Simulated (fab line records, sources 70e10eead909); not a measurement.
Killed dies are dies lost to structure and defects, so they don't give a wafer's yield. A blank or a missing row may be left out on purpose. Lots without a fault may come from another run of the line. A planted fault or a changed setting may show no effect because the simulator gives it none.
Which tool did it? | flow nand_harc | 14 lots, 42 wafers sampled, at 3 steps of a route of 1302

WHAT THE GAUGES READ, wafer by wafer
NHARC_P_GATE_CD_MEAS_26: target cd 120 nm. Usual: cd_nm 119.8 nm, standard deviation 0.9.
lot  | measured     | on        | cd_nm (nm)        | flag
L385 | day 5 04:09  | cd_sem-03 | 119.2 119.3 118.6 |
L387 | day 5 18:21  | cd_sem-02 | 119.2 118.5 118.5 |
L389 | day 6 19:30  | cd_sem-01 | 120.1 119.8 119.9 |
L390 | day 6 22:41  | cd_sem-02 | 120.3 119.6 119.9 |
L391 | day 7 11:19  | cd_sem-03 | 120.4 120.1 120.2 |
L393 | day 8 10:31  | cd_sem-03 | 120.2 119.3 119.9 |
L394 | day 8 17:22  | cd_sem-01 | 120.9 120.2 120.8 |
L396 | day 9 13:18  | cd_sem-02 | 121.5 119.4 120.6 |
L400 | day 11 05:11 | cd_sem-03 | 121.2 120.4 121.2 |
L404 | day 13 08:25 | cd_sem-01 | 118.5 119.2 118.8 |
L405 | day 13 10:10 | cd_sem-02 | 137.7 138.1 138.5 | OFF
L406 | day 13 15:13 | cd_sem-01 | 137.5 138.0 137.8 | OFF
L407 | day 14 09:08 | cd_sem-01 | 119.0 118.4 117.3 |
L408 | day 14 10:29 | cd_sem-02 | 120.0 119.9 119.3 |

WHICH TOOL RAN EACH LOT (tool, then ch and the chambers of the sampled wafers, then the start)
lot  | NHARC_P_STI_ETCH_31                           | NHARC_P_GATE_PEB_24
L385 | rie_diel-01 ch 0,1,2, day 5 04:05 or earlier  | litho_track-06 ch 0, day 5 04:05
L387 | rie_diel-07 ch 0,2,3, day 5 18:16 or earlier  | litho_track-06 ch 0, day 5 18:16
L389 | rie_diel-01 ch 0,2,3, day 6 19:25 or earlier  | litho_track-01 ch 0, day 6 19:25
L390 | rie_diel-07 ch 0,2, day 6 22:37 or earlier    | litho_track-04 ch 0, day 6 22:37
L391 | rie_diel-01 ch 0,1,2, day 7 11:14 or earlier  | litho_track-04 ch 0, day 7 11:14
L393 | rie_diel-01 ch 1,2,3, day 8 10:25 or earlier  | litho_track-04 ch 0, day 8 10:25
L394 | rie_diel-01 ch 0,1,3, day 8 17:17 or earlier  | litho_track-01 ch 0, day 8 17:17
L396 | rie_diel-03 ch 1,2,3, day 9 13:13 or earlier  | litho_track-01 ch 0, day 9 13:13
L400 | rie_diel-01 ch 0,1,3, day 11 05:06 or earlier | litho_track-04 ch 0, day 11 05:06
L404 | rie_diel-01 ch 0,2, day 13 08:20 or earlier   | litho_track-06 ch 0, day 13 08:20
L405 | rie_diel-03 ch 0,2,3, day 13 10:05 or earlier | litho_track-01 ch 0, day 13 10:05
L406 | rie_diel-03 ch 0,2,3, day 13 15:08 or earlier | litho_track-01 ch 0, day 13 15:08
L407 | rie_diel-03 ch 0,1,2, day 14 09:04 or earlier | litho_track-06 ch 0, day 14 09:04
L408 | rie_diel-01 ch 1,2,3, day 14 10:25 or earlier | litho_track-04 ch 0, day 14 10:25
- NHARC_P_STI_ETCH_31: etches the open film in CF4/CHF3, target depth 108.9 nm, time 54.5 s.
- NHARC_P_GATE_PEB_24: peb time 65 s.

WHAT THE TOOLS THEMSELVES READ (means of the sampled wafers that have a number; where no wafer has one, the mark that the record gives instead)
NHARC_P_STI_ETCH_31. Usual: chamber_pressure_mTorr 25.000 mTorr, standard deviation 0.025; drypump_motor_current_A 5.7 A, standard deviation 0.31; mfc_ar_sccm 0.003 sccm, standard deviation 0.0051; oes_product_au 0.968 a.u., standard deviation 0.02; rf_fwd_power_W 493.9 W, standard deviation 2.4; rf_vpp_V 370.6 V, standard deviation 2.6; showerhead_plenum_p_Torr 1.57 Torr, standard deviation 0.071; throttle_valve_pct 16.803 %, standard deviation 0.0092.
lot  | tool        | chamber_pressure_mTorr (mTorr) | drypump_motor_current_A (A) | mfc_ar_sccm (sccm) | oes_product_au (a.u.) | rf_fwd_power_W (W) | rf_vpp_V (V) | showerhead_plenum_p_Torr (Torr) | throttle_valve_pct (%) | flag
L385 | rie_diel-01 | 24.971                         | 5.6                         | 0.004              | 0.981                 | 494.2              | 372.1        | 1.60                            | 16.810                 |
L387 | rie_diel-07 | 25.005                         | 5.8                         | 0.003              | 0.962                 | 494.0              | 368.7        | 1.53                            | 16.810                 |
L389 | rie_diel-01 | 25.003                         | 5.6                         | 0.004              | 0.939                 | 492.2              | 369.8        | 1.54                            | 16.803                 |
L390 | rie_diel-07 | 25.029                         | 5.9                         | 0.005              | 0.964                 | 493.2              | 368.0        | 1.49                            | 16.805                 |
L391 | rie_diel-01 | 24.991                         | 5.6                         | 0.004              | 0.980                 | 495.4              | 371.1        | 1.60                            | 16.797                 |
L393 | rie_diel-01 | 25.030                         | 5.8                         | 0.004              | 0.979                 | 492.2              | 370.4        | 1.58                            | 16.803                 |
L394 | rie_diel-01 | 24.984                         | 5.6                         | 0.000              | 0.980                 | 495.0              | 370.3        | 1.57                            | 16.806                 |
L396 | rie_diel-03 | 24.982                         | 5.8                         | 0.001              | 0.972                 | 493.3              | 371.9        | 1.61                            | 16.803                 |
L400 | rie_diel-01 | 25.004                         | 5.6                         | 0.000              | 0.966                 | 494.3              | 370.3        | 1.57                            | 16.803                 |
L404 | rie_diel-01 | 24.980                         | 5.4                         | 0.004              | 0.988                 | 495.7              | 370.3        | 1.56                            | 16.811                 |
L405 | rie_diel-03 | 25.002                         | 5.8                         | 0.007              | 0.970                 | 495.3              | 372.7        | 1.64                            | 16.808                 |
L406 | rie_diel-03 | 25.009                         | 5.8                         | 0.007              | 0.973                 | 495.0              | 372.5        | 1.64                            | 16.806                 |
L407 | rie_diel-03 | 25.012                         | 5.7                         | 0.005              | 0.964                 | 495.2              | 371.3        | 1.59                            | 16.812                 |
L408 | rie_diel-01 | 25.020                         | 5.8                         | 0.004              | 0.970                 | 493.5              | 371.3        | 1.58                            | 16.811                 |

NHARC_P_GATE_PEB_24. Usual: heater_power_total_W 156.7 W, standard deviation 0.41; plate_temp_C 99.98 C, standard deviation 0.11; resist_line_temp_C 23.02 C, standard deviation 0.1.
lot  | tool           | heater_power_total_W (W) | plate_temp_C (C) | resist_line_temp_C (C) | flag
L385 | litho_track-06 | 156.9                    | 99.98            | 22.97                  |
L387 | litho_track-06 | 157.0                    | 100.05           | 23.01                  |
L389 | litho_track-01 | 156.9                    | 100.02           | 23.04                  |
L390 | litho_track-04 | 156.4                    | 100.02           | 23.12                  |
L391 | litho_track-04 | 156.6                    | 100.07           | 23.08                  |
L393 | litho_track-04 | 156.9                    | 99.94            | 22.99                  |
L394 | litho_track-01 | 156.6                    | 100.02           | 23.04                  |
L396 | litho_track-01 | 156.5                    | 100.08           | 23.10                  |
L400 | litho_track-04 | 156.7                    | 99.90            | 22.93                  |
L404 | litho_track-06 | 156.8                    | 100.07           | 22.82                  |
L405 | litho_track-01 | 147.0                    | 95.53            | 22.96                  | OFF
L406 | litho_track-01 | 147.0                    | 95.48            | 23.02                  | OFF
L407 | litho_track-06 | 156.7                    | 100.12           | 23.08                  |
L408 | litho_track-04 | 156.7                    | 99.99            | 23.03                  |

THE ANSWER, worked out from the rows above alone
Rule: a lot is off if the mean of its wafers that have a number lies more than 3 standard deviations from the usual mean. A lot without any number at a reading at which 4 lots or more have one is off too. The other lots that the step has rows for count as sound. The gauges are gone through in route order, then the tools' own readings, and for those a lot's mean is taken as printed above. The first step at which some lot is off is used, and at that step the reading that is off furthest; a lot without a number counts as furthest.
Off: L405, L406, at NHARC_P_GATE_CD_MEAS_26 (cd_nm).
A tool fits if, at a process step before that reading, it ran every lot that is off, and no sound lot after the first of them. The gauges at NHARC_P_GATE_CD_MEAS_26 aren't tried: what is off there is off at NHARC_P_GATE_PEB_24 too, on other tools, and a gauge's error can't cause that. NHARC_P_STI_ETCH_31 gives no start for some lots, so the hours and the order of its lots are those of NHARC_P_GATE_PEB_24. One fits: litho_track-01 at NHARC_P_GATE_PEB_24. Its last sound lot is L396 (day 9 13:13), its first lot that is off L405 (day 13 10:05): a fault that began between those two fits.
The tool's own readings at NHARC_P_GATE_PEB_24 bear it out: on the lots that are off they differ by more than 5 times the standard deviation of the sound lots' means. heater_power_total_W reads 147.0 W there against 156.7 W on the sound lots; plate_temp_C reads 95.50 C there against 100.02 C on the sound lots.

WHAT THE SIMULATOR HAD PUT IN
Process parameter drift: litho_track-01, from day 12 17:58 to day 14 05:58, at NHARC_P_GATE_PEB_24. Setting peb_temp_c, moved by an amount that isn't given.
Lots struck among those shown: L405, L406. The rule above found the same.
